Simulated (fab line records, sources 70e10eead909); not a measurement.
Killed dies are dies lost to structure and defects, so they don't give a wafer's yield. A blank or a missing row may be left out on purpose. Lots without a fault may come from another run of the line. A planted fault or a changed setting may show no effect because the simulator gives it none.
Chamber matching | flow nand_harc | NHARC_P_M2_ETCH_35 on rie_diel-10: 4 sister chambers
The step etches the open film in N2/H2, target depth 40 nm, overetch 12 nm, time 43.94 s. 39 wafers are shown with their chamber, then 12 later ones without.

WAFERS WITH THEIR CHAMBER
wafer  | chamber | drypump_motor_current_A (A) | rf_vpp_V (V) | bias_w (W)
L074.2 | 0       | 5.84                        | 434          | 149.3
L074.5 | 2       | 5.17                        | 426          | 150.3
L074.6 | 3       | 5.69                        | 428          | 150.0
L077.1 | 2       | 5.12                        | 428          | 150.2
L077.3 | 3       | 5.71                        | 429          | 150.3
L077.4 | 1       | 5.96                        | 431          | 150.0
L076.1 | 2       | 5.14                        | 427          | 150.7
L076.2 | 3       | 5.70                        | 427          | 149.6
L076.5 | 2       | 5.17                        | 427          | 149.8
L079.2 | 0       | 5.85                        | 436          | 150.6
L079.5 | 3       | 5.69                        | 427          | 149.9
L079.6 | 0       | 5.85                        | 434          | 150.1
L078.1 | 1       | 5.96                        | 431          | 150.0
L078.2 | 2       | 5.19                        | 427          | 150.1
L078.3 | 0       | 5.84                        | 434          | 148.8
L080.3 | 0       | 5.86                        | 435          | 149.6
L080.4 | 1       | 5.94                        | 432          | 150.3
L080.5 | 3       | 5.71                        | 425          | 149.4
L081.1 | 3       | 5.71                        | 427          | 150.5
L081.4 | 2       | 5.15                        | 425          | 150.4
L081.5 | 2       | 5.12                        | 427          | 150.3
L082.2 | 1       | 5.94                        | 431          | 149.9
L082.3 | 0       | 5.84                        | 435          | 150.0
L082.4 | 2       | 5.15                        | 427          | 150.1
L084.2 | 1       | 5.95                        | 430          | 150.2
L084.4 | 3       | 5.69                        | 428          | 150.0
L084.5 | 1       | 5.96                        | 432          | 150.1
L087.1 | 1       | 5.96                        | 430          | 149.8
L087.2 | 0       | 5.85                        | 434          | 150.7
L087.4 | 1       | 5.96                        | 431          | 149.7
L085.1 | 0       | 5.86                        | 434          | 149.5
L085.4 | 2       | 5.15                        | 427          | 150.0
L085.6 | 1       | 5.97                        | 431          | 149.3
L086.2 | 0       | 5.86                        | 436          | 149.2
L086.5 | 1       | 5.97                        | 431          | 150.3
L086.6 | 2       | 5.17                        | 427          | 150.1
L089.3 | 0       | 5.88                        | 435          | 150.2
L089.4 | 1       | 5.96                        | 430          | 150.2
L089.6 | 1       | 5.94                        | 430          | 150.4

SIGNATURES (means of the wafers above)
reading                 | chamber 0 | chamber 1 | chamber 2 | chamber 3 | scatter within a chamber
drypump_motor_current_A | 5.8530    | 5.9558    | 5.1530    | 5.7000    | 0.015
rf_vpp_V                | 434.70    | 430.83    | 426.80    | 427.29    | 0.875
bias_w                  | 149.800   | 150.017   | 150.200   | 149.957   | 0.412
Rule: a wafer's distance from a chamber is the root of the sum, over the readings, of the square of ((its reading less the chamber's mean) divided by the reading's scatter). The wafer belongs to the nearest chamber; if the next one is less than 2 further off, it can't be placed. The scatter: the root of (the sum of the squares of (reading less its chamber's mean) over the shown wafers, divided by (wafers less chambers)).

WAFERS WITHOUT THEIR CHAMBER
wafer  | drypump_motor_current_A (A) | rf_vpp_V (V) | bias_w (W)
L088.1 | 5.18                        | 428          | 150.9
L088.4 | 5.71                        | 427          | 149.6
L088.6 | 5.70                        | 428          | 150.0
L094.1 | 5.19                        | 425          | 150.3
L094.4 | 5.82                        | 434          | 149.9
L094.5 | 5.97                        | 432          | 150.6
L096.2 | 5.70                        | 426          | 150.3
L096.3 | 5.99                        | 430          | 150.9
L096.4 | 5.13                        | 427          | 149.8
L097.1 | 5.19                        | 427          | 150.6
L097.2 | 5.83                        | 436          | 150.5
L097.4 | 5.70                        | 429          | 150.4

WHICH CHAMBER EACH WENT THROUGH
wafer  | from the rows above | in truth
L088.1 | 2                   | 2
L088.4 | 3                   | 3
L088.6 | 3                   | 3
L094.1 | 2                   | 2
L094.4 | 0                   | 0
L094.5 | 1                   | 1
L096.2 | 3                   | 3
L096.3 | 1                   | 1
L096.4 | 2                   | 2
L097.1 | 2                   | 2
L097.2 | 0                   | 0
L097.4 | 3                   | 3
Placed correctly: 12 of 12. Can't be placed from these rows: 0. Placed wrongly: 0.
